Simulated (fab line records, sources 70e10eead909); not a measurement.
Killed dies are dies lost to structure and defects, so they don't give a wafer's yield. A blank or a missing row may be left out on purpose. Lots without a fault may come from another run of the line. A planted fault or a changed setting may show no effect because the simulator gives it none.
Chamber matching | flow nand_harc | NHARC_A_CHANNEL_FILL_D2_ALD_14 on ald_hk-04: 4 sister chambers
The step deposits SiO2, target thk 2.5 nm, pulse time 10 s, ald cycles 25. 8 wafers are shown with their chamber, then 10 later ones without.

WAFERS WITH THEIR CHAMBER
wafer  | chamber | heater_power_w (W) | precursor_pulse_height_rel
L090.1 | 2       | 441                | 0.992
L090.3 | 3       | 535                | 0.975
L090.4 | 0       | 402                | 0.993
L092.1 | 1       | 415                | 0.997
L092.2 | 0       | 399                | 0.992
L092.3 | 3       | 522                | 1.057
L092.4 | 2       | 446                | 1.003
L092.5 | 1       | 427                | 1.022

WAFERS WITHOUT THEIR CHAMBER
wafer  | heater_power_w (W) | precursor_pulse_height_rel
L092.6 | 441                | 0.982
L093.1 | 528                | 0.997
L093.3 | 449                | 1.043
L093.5 | 409                | 0.983
L095.2 | 523                | 1.002
L095.4 | 416                | 0.982
L095.5 | 392                | 1.006
L096.4 | 410                | 1.049
L096.5 | 416                | 0.993
L096.6 | 530                | 1.004

WHICH CHAMBER EACH WENT THROUGH
wafer  | from the rows above     | in truth
L092.6 | 2                       | 2
L093.1 | 3                       | 3
L093.3 | 2                       | 2
L093.5 | can't be placed: 0 or 1 | 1
L095.2 | 3                       | 3
L095.4 | can't be placed: 1 or 0 | 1
L095.5 | 0                       | 0
L096.4 | can't be placed: 1 or 0 | 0
L096.5 | can't be placed: 1 or 0 | 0
L096.6 | 3                       | 3
Placed correctly: 6 of 10. Can't be placed from these rows: 4 (the true chamber is among the candidates in 4). Placed wrongly: 0.
How it was worked out, from the rows above alone: a wafer's distance from a chamber is the root of the sum, over the readings, of the square of ((its reading less the chamber's mean) divided by the reading's scatter). The wafer belongs to the nearest chamber; if the next one is less than 2 further off, it can't be placed. A chamber's mean is the mean of its shown wafers. The scatter: the root of (the sum of the squares of (reading less its chamber's mean) over the shown wafers, divided by (wafers less chambers)).
